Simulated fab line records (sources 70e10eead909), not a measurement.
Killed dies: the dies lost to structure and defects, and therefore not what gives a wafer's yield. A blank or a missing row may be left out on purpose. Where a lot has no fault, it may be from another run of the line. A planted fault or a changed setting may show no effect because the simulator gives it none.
Which tool was responsible? / flow nand_harc / 12 lots with 36 wafers sampled at 5 steps, on a route of 1302 steps

== WHAT THE GAUGES SHOWED, per wafer ==
NHARC_END_SORT_01. Usual: killed_at_array 54, standard deviation 17; killed_at_other 1.0, standard deviation 1.4; killed_at_periphery 3.6, standard deviation 2.1; killed_dies 58, standard deviation 17; killed_open 3.2, standard deviation 2; killed_short 2.5, standard deviation 1.5.
lot=L844; measured=day 30 00:46; on=prober-02; killed_at_array=56 68 63; killed_at_other=0 0 0; killed_at_periphery=1 0 1; killed_dies=57 68 64; killed_open=1 1 4; killed_short=3 3 1; flag=
lot=L845; measured=day 30 14:57; on=prober-02; killed_at_array=58 52 62; killed_at_other=0 1 0; killed_at_periphery=2 1 4; killed_dies=60 54 66; killed_open=3 3 3; killed_short=1 1 3; flag=

== TOOL THAT RAN EACH LOT (tool first, then ch and the chambers of the sampled wafers, then the start) ==
lot=L831; NHARC_A_CHANNEL_HOLE_D1_ETCH_33=har_etch-02 ch 0,1, day 8 12:46; NHARC_A_CHANNEL_HOLE_D1_XSEM_31=xsem-02 ch 0, day 8 14:34; NHARC_A_CHANNEL_FILL_D1_ETCHBACK_19=rie_si-06 ch 0,1,2, day 9 15:19; NHARC_A_CHANNEL_FILL_D1_STRIP_29=rie_diel-01 ch 1,2,3, no start
lot=L836; NHARC_A_CHANNEL_HOLE_D1_ETCH_33=har_etch-01 ch 0,1, day 10 19:26; NHARC_A_CHANNEL_HOLE_D1_XSEM_31=xsem-02 ch 0, day 10 21:04; NHARC_A_CHANNEL_FILL_D1_ETCHBACK_19=rie_si-01 ch 0,3, day 12 01:54; NHARC_A_CHANNEL_FILL_D1_STRIP_29=rie_diel-01 ch 0,3, no start
lot=L838; NHARC_A_CHANNEL_HOLE_D1_ETCH_33=har_etch-02 ch 0,1, day 11 12:43; NHARC_A_CHANNEL_HOLE_D1_XSEM_31=xsem-01 ch 0, day 11 14:17; NHARC_A_CHANNEL_FILL_D1_ETCHBACK_19=rie_si-06 ch 0,3, day 12 15:55; NHARC_A_CHANNEL_FILL_D1_STRIP_29=rie_diel-03 ch 0,2, no start
lot=L844; NHARC_A_CHANNEL_HOLE_D1_ETCH_33=har_etch-02 ch 1, day 14 11:46; NHARC_A_CHANNEL_HOLE_D1_XSEM_31=xsem-01 ch 0, day 14 13:23; NHARC_A_CHANNEL_FILL_D1_ETCHBACK_19=rie_si-06 ch 0,3, day 15 14:08; NHARC_A_CHANNEL_FILL_D1_STRIP_29=rie_diel-01 ch 1,3, day 30 00:46 or earlier
lot=L845; NHARC_A_CHANNEL_HOLE_D1_ETCH_33=har_etch-01 ch 0,1, day 15 00:14; NHARC_A_CHANNEL_HOLE_D1_XSEM_31=xsem-01 ch 0, day 15 02:20; NHARC_A_CHANNEL_FILL_D1_ETCHBACK_19=rie_si-06 ch 1,2, day 16 01:56; NHARC_A_CHANNEL_FILL_D1_STRIP_29=rie_diel-01 ch 0,1,3, day 16 19:48
lot=L847; NHARC_A_CHANNEL_HOLE_D1_ETCH_33=har_etch-02 ch 0,1, day 15 19:44; NHARC_A_CHANNEL_HOLE_D1_XSEM_31=xsem-02 ch 0, day 15 21:23; NHARC_A_CHANNEL_FILL_D1_ETCHBACK_19=rie_si-03 ch 0,2,3, day 16 21:51; NHARC_A_CHANNEL_FILL_D1_STRIP_29=rie_diel-08 ch 0,2, no start
lot=L848; NHARC_A_CHANNEL_HOLE_D1_ETCH_33=har_etch-01 ch 0,1, day 15 20:02; NHARC_A_CHANNEL_HOLE_D1_XSEM_31=xsem-01 ch 0, day 15 21:38; NHARC_A_CHANNEL_FILL_D1_ETCHBACK_19=rie_si-01 ch 0,2,3, day 16 21:51; NHARC_A_CHANNEL_FILL_D1_STRIP_29=rie_diel-03 ch 2,3, day 17 15:46
lot=L849; NHARC_A_CHANNEL_HOLE_D1_ETCH_33=har_etch-01 ch 0, day 16 10:11; NHARC_A_CHANNEL_HOLE_D1_XSEM_31=xsem-02 ch 0, day 16 11:47; NHARC_A_CHANNEL_FILL_D1_ETCHBACK_19=rie_si-01 ch 0,2,3, day 17 12:47; NHARC_A_CHANNEL_FILL_D1_STRIP_29=rie_diel-03 ch 0,2, no start
lot=L850; NHARC_A_CHANNEL_HOLE_D1_ETCH_33=har_etch-01 ch 0,1, day 17 03:14; NHARC_A_CHANNEL_HOLE_D1_XSEM_31=xsem-01 ch 0, day 17 04:51; NHARC_A_CHANNEL_FILL_D1_ETCHBACK_19=rie_si-06 ch 0,2,3, day 18 06:47; NHARC_A_CHANNEL_FILL_D1_STRIP_29=rie_diel-08 ch 0,2,3, no start
lot=L852; NHARC_A_CHANNEL_HOLE_D1_ETCH_33=har_etch-02 ch 0,1, day 17 19:02; NHARC_A_CHANNEL_HOLE_D1_XSEM_31=xsem-02 ch 0, day 17 20:38; NHARC_A_CHANNEL_FILL_D1_ETCHBACK_19=rie_si-03 ch 1,2,3, day 18 21:10; NHARC_A_CHANNEL_FILL_D1_STRIP_29=rie_diel-03 ch 0,2,3, no start
lot=L853; NHARC_A_CHANNEL_HOLE_D1_ETCH_33=har_etch-01 ch 0,1, day 18 06:32; NHARC_A_CHANNEL_HOLE_D1_XSEM_31=xsem-02 ch 0, day 18 08:08; NHARC_A_CHANNEL_FILL_D1_ETCHBACK_19=rie_si-06 ch 0,3, day 19 09:20; NHARC_A_CHANNEL_FILL_D1_STRIP_29=rie_diel-08 ch 0,1,2, no start
lot=L854; NHARC_A_CHANNEL_HOLE_D1_ETCH_33=har_etch-01 ch 0,1, day 18 13:46; NHARC_A_CHANNEL_HOLE_D1_XSEM_31=xsem-02 ch 0, day 18 15:22; NHARC_A_CHANNEL_FILL_D1_ETCHBACK_19=rie_si-01 ch 0,1,2, day 19 17:02; NHARC_A_CHANNEL_FILL_D1_STRIP_29=rie_diel-03 ch 2,3, no start
- NHARC_A_CHANNEL_HOLE_D1_ETCH_33: etches the open film in C4F8/O2/Ar, time 90 s, target depth 400 nm.
- NHARC_A_CHANNEL_HOLE_D1_XSEM_31
- NHARC_A_CHANNEL_FILL_D1_ETCHBACK_19: etches the open film in HBr/Cl2, target depth 5 nm, time 1.7 s.
- NHARC_A_CHANNEL_FILL_D1_STRIP_29: strips in O2, time 20 s.

== AS READ BY THE TOOLS THEMSELVES (means over the sampled wafers that have a number; for cases with no such wafer, the mark the record gives instead) ==
NHARC_A_CHANNEL_HOLE_D1_ETCH_33. Usual: drypump_motor_current_A 6.0 A, standard deviation 0.42; o2_flow_sccm 83.28 sccm, standard deviation 0.24; showerhead_plenum_p_Torr 3.77 Torr, standard deviation 0.097; throttle_valve_pct 27.620 %, standard deviation 0.0085.
lot=L831; tool=har_etch-02; drypump_motor_current_A (A)=5.8; o2_flow_sccm (sccm)=83.39; showerhead_plenum_p_Torr (Torr)=3.71; throttle_valve_pct (%)=27.620; flag=
lot=L836; tool=har_etch-01; drypump_motor_current_A (A)=6.1; o2_flow_sccm (sccm)=83.48; showerhead_plenum_p_Torr (Torr)=3.81; throttle_valve_pct (%)=27.622; flag=
lot=L838; tool=har_etch-02; drypump_motor_current_A (A)=6.2; o2_flow_sccm (sccm)=83.50; showerhead_plenum_p_Torr (Torr)=3.74; throttle_valve_pct (%)=27.623; flag=
lot=L844; tool=har_etch-02; drypump_motor_current_A (A)=6.6; o2_flow_sccm (sccm)=83.05; showerhead_plenum_p_Torr (Torr)=3.77; throttle_valve_pct (%)=27.615; flag=
lot=L845; tool=har_etch-01; drypump_motor_current_A (A)=6.0; o2_flow_sccm (sccm)=82.95; showerhead_plenum_p_Torr (Torr)=3.83; throttle_valve_pct (%)=27.608; flag=
lot=L847; tool=har_etch-02; drypump_motor_current_A (A)=6.2; o2_flow_sccm (sccm)=83.19; showerhead_plenum_p_Torr (Torr)=3.70; throttle_valve_pct (%)=27.624; flag=
lot=L848; tool=har_etch-01; drypump_motor_current_A (A)=6.0; o2_flow_sccm (sccm)=83.31; showerhead_plenum_p_Torr (Torr)=3.82; throttle_valve_pct (%)=27.619; flag=
lot=L849; tool=har_etch-01; drypump_motor_current_A (A)=5.9; o2_flow_sccm (sccm)=83.11; showerhead_plenum_p_Torr (Torr)=3.87; throttle_valve_pct (%)=27.622; flag=
lot=L850; tool=har_etch-01; drypump_motor_current_A (A)=6.0; o2_flow_sccm (sccm)=83.19; showerhead_plenum_p_Torr (Torr)=3.81; throttle_valve_pct (%)=27.616; flag=
lot=L852; tool=har_etch-02; drypump_motor_current_A (A)=5.8; o2_flow_sccm (sccm)=83.13; showerhead_plenum_p_Torr (Torr)=3.90; throttle_valve_pct (%)=27.619; flag=
lot=L853; tool=har_etch-01; drypump_motor_current_A (A)=6.0; o2_flow_sccm (sccm)=83.06; showerhead_plenum_p_Torr (Torr)=3.80; throttle_valve_pct (%)=27.613; flag=
lot=L854; tool=har_etch-01; drypump_motor_current_A (A)=6.0; o2_flow_sccm (sccm)=83.06; showerhead_plenum_p_Torr (Torr)=3.79; throttle_valve_pct (%)=27.624; flag=

NHARC_A_CHANNEL_HOLE_D1_XSEM_31. Usual: bot_cd_nm 74.6 nm, standard deviation 1.4; bow_nm 8.52 nm, standard deviation 0.3; tilt_deg 0.07 degrees, standard deviation 0.048.
lot=L831; tool=xsem-02; bot_cd_nm (nm)=75.4; bow_nm (nm)=9.05; tilt_deg (degrees)=0.09; flag=
lot=L836; tool=xsem-02; bot_cd_nm (nm)=73.2; bow_nm (nm)=8.47; tilt_deg (degrees)=0.14; flag=
lot=L838; tool=xsem-01; bot_cd_nm (nm)=74.2; bow_nm (nm)=8.83; tilt_deg (degrees)=0.02; flag=
lot=L844; tool=xsem-01; bot_cd_nm (nm)=74.2; bow_nm (nm)=8.83; tilt_deg (degrees)=0.13; flag=
lot=L845; tool=xsem-01; bot_cd_nm (nm)=73.8; bow_nm (nm)=8.10; tilt_deg (degrees)=0.00; flag=
lot=L847; tool=xsem-02; bot_cd_nm (nm)=73.8; bow_nm (nm)=8.92; tilt_deg (degrees)=0.08; flag=
lot=L848; tool=xsem-01; bot_cd_nm (nm)=76.3; bow_nm (nm)=8.61; tilt_deg (degrees)=0.00; flag=
lot=L849; tool=xsem-02; bot_cd_nm (nm)=75.7; bow_nm (nm)=9.08; tilt_deg (degrees)=0.03; flag=
lot=L850; tool=xsem-01; bot_cd_nm (nm)=75.7; bow_nm (nm)=8.70; tilt_deg (degrees)=0.13; flag=
lot=L852; tool=xsem-02; bot_cd_nm (nm)=75.8; bow_nm (nm)=8.62; tilt_deg (degrees)=0.02; flag=
lot=L853; tool=xsem-02; bot_cd_nm (nm)=74.3; bow_nm (nm)=8.61; tilt_deg (degrees)=0.08; flag=
lot=L854; tool=xsem-02; bot_cd_nm (nm)=72.8; bow_nm (nm)=8.50; tilt_deg (degrees)=0.05; flag=

NHARC_A_CHANNEL_FILL_D1_ETCHBACK_19. Usual: drypump_motor_current_A 5.8 A, standard deviation 0.42; oes_product_au 1.004 a.u., standard deviation 0.0095; throttle_valve_pct 26.406 %, standard deviation 0.0085.
lot=L831; tool=rie_si-06; drypump_motor_current_A (A)=5.6; oes_product_au (a.u.)=1.005; throttle_valve_pct (%)=26.404; flag=
lot=L836; tool=rie_si-01; drypump_motor_current_A (A)=6.1; oes_product_au (a.u.)=1.000; throttle_valve_pct (%)=26.409; flag=
lot=L838; tool=rie_si-06; drypump_motor_current_A (A)=6.1; oes_product_au (a.u.)=1.004; throttle_valve_pct (%)=26.403; flag=
lot=L844; tool=rie_si-06; drypump_motor_current_A (A)=6.1; oes_product_au (a.u.)=1.074; throttle_valve_pct (%)=26.399; flag=OFF
lot=L845; tool=rie_si-06; drypump_motor_current_A (A)=5.4; oes_product_au (a.u.)=1.077; throttle_valve_pct (%)=26.403; flag=OFF
lot=L847; tool=rie_si-03; drypump_motor_current_A (A)=5.3; oes_product_au (a.u.)=1.001; throttle_valve_pct (%)=26.399; flag=
lot=L848; tool=rie_si-01; drypump_motor_current_A (A)=6.0; oes_product_au (a.u.)=1.003; throttle_valve_pct (%)=26.408; flag=
lot=L849; tool=rie_si-01; drypump_motor_current_A (A)=6.0; oes_product_au (a.u.)=0.997; throttle_valve_pct (%)=26.403; flag=
lot=L850; tool=rie_si-06; drypump_motor_current_A (A)=5.9; oes_product_au (a.u.)=1.013; throttle_valve_pct (%)=26.406; flag=
lot=L852; tool=rie_si-03; drypump_motor_current_A (A)=5.7; oes_product_au (a.u.)=0.995; throttle_valve_pct (%)=26.404; flag=
lot=L853; tool=rie_si-06; drypump_motor_current_A (A)=6.1; oes_product_au (a.u.)=1.003; throttle_valve_pct (%)=26.412; flag=
lot=L854; tool=rie_si-01; drypump_motor_current_A (A)=5.6; oes_product_au (a.u.)=1.004; throttle_valve_pct (%)=26.418; flag=

NHARC_A_CHANNEL_FILL_D1_STRIP_29. Usual: drypump_motor_current_A 5.5 A, standard deviation 0.49; o2_flow_sccm 499.9 sccm, standard deviation 1.4; oes_product_au 1.007 a.u., standard deviation 0.011; rf_vpp_V 57.9 V, standard deviation 0.92; showerhead_plenum_p_Torr 3.58 Torr, standard deviation 0.18; throttle_valve_pct 17.036 %, standard deviation 0.0085.
lot=L831; tool=rie_diel-01; drypump_motor_current_A (A)=5.2; o2_flow_sccm (sccm)=499.2; oes_product_au (a.u.)=1.012; rf_vpp_V (V)=58.8; showerhead_plenum_p_Torr (Torr)=3.61; throttle_valve_pct (%)=17.033; flag=
lot=L836; tool=rie_diel-01; drypump_motor_current_A (A)=5.2; o2_flow_sccm (sccm)=499.3; oes_product_au (a.u.)=1.004; rf_vpp_V (V)=58.0; showerhead_plenum_p_Torr (Torr)=3.64; throttle_valve_pct (%)=17.036; flag=
lot=L838; tool=rie_diel-03; drypump_motor_current_A (A)=5.4; o2_flow_sccm (sccm)=500.6; oes_product_au (a.u.)=1.005; rf_vpp_V (V)=58.4; showerhead_plenum_p_Torr (Torr)=3.49; throttle_valve_pct (%)=17.042; flag=
lot=L844; tool=rie_diel-01; drypump_motor_current_A (A)=4.9; o2_flow_sccm (sccm)=500.0; oes_product_au (a.u.)=1.015; rf_vpp_V (V)=58.1; showerhead_plenum_p_Torr (Torr)=3.72; throttle_valve_pct (%)=17.038; flag=
lot=L845; tool=rie_diel-01; drypump_motor_current_A (A)=5.0; o2_flow_sccm (sccm)=499.7; oes_product_au (a.u.)=1.016; rf_vpp_V (V)=57.7; showerhead_plenum_p_Torr (Torr)=3.68; throttle_valve_pct (%)=17.040; flag=
lot=L847; tool=rie_diel-08; drypump_motor_current_A (A)=5.6; o2_flow_sccm (sccm)=500.6; oes_product_au (a.u.)=1.007; rf_vpp_V (V)=56.8; showerhead_plenum_p_Torr (Torr)=3.52; throttle_valve_pct (%)=17.045; flag=
lot=L848; tool=rie_diel-03; drypump_motor_current_A (A)=6.0; o2_flow_sccm (sccm)=499.5; oes_product_au (a.u.)=1.013; rf_vpp_V (V)=58.9; showerhead_plenum_p_Torr (Torr)=3.75; throttle_valve_pct (%)=17.037; flag=
lot=L849; tool=rie_diel-03; drypump_motor_current_A (A)=5.4; o2_flow_sccm (sccm)=498.2; oes_product_au (a.u.)=1.006; rf_vpp_V (V)=57.0; showerhead_plenum_p_Torr (Torr)=3.49; throttle_valve_pct (%)=17.039; flag=
lot=L850; tool=rie_diel-08; drypump_motor_current_A (A)=5.4; o2_flow_sccm (sccm)=501.4; oes_product_au (a.u.)=1.015; rf_vpp_V (V)=57.7; showerhead_plenum_p_Torr (Torr)=3.52; throttle_valve_pct (%)=17.031; flag=
lot=L852; tool=rie_diel-03; drypump_motor_current_A (A)=5.7; o2_flow_sccm (sccm)=497.7; oes_product_au (a.u.)=1.002; rf_vpp_V (V)=57.3; showerhead_plenum_p_Torr (Torr)=3.61; throttle_valve_pct (%)=17.038; flag=
lot=L853; tool=rie_diel-08; drypump_motor_current_A (A)=5.4; o2_flow_sccm (sccm)=499.4; oes_product_au (a.u.)=1.005; rf_vpp_V (V)=57.2; showerhead_plenum_p_Torr (Torr)=3.42; throttle_valve_pct (%)=17.028; flag=
lot=L854; tool=rie_diel-03; drypump_motor_current_A (A)=6.0; o2_flow_sccm (sccm)=499.8; oes_product_au (a.u.)=1.010; rf_vpp_V (V)=59.0; showerhead_plenum_p_Torr (Torr)=3.73; throttle_valve_pct (%)=17.041; flag=

== THE ANSWER, worked out from the rows above alone ==
Rule: take the mean of a lot's wafers that have a number; if it is more than 3 standard deviations from the usual mean, the lot is off. Also off: a lot with no number at a reading for which 4 or more lots have one. All remaining lots with rows at the step are treated as sound. Order of review: gauges by route order, followed by the tools' own readings, for which a lot's mean as printed above is used. At the first step where some lot is off, the reading lying furthest off is the one used; lots without a number count as furthest.
Off, at NHARC_A_CHANNEL_FILL_D1_ETCHBACK_19 on oes_product_au: L844, L845.
If a tool, at that step or one of the process steps before it, ran each lot that is off and ran no sound lot following the first of them, it fits. None of those tried fits.

== WHAT HAD BEEN PUT IN BY THE SIMULATOR ==
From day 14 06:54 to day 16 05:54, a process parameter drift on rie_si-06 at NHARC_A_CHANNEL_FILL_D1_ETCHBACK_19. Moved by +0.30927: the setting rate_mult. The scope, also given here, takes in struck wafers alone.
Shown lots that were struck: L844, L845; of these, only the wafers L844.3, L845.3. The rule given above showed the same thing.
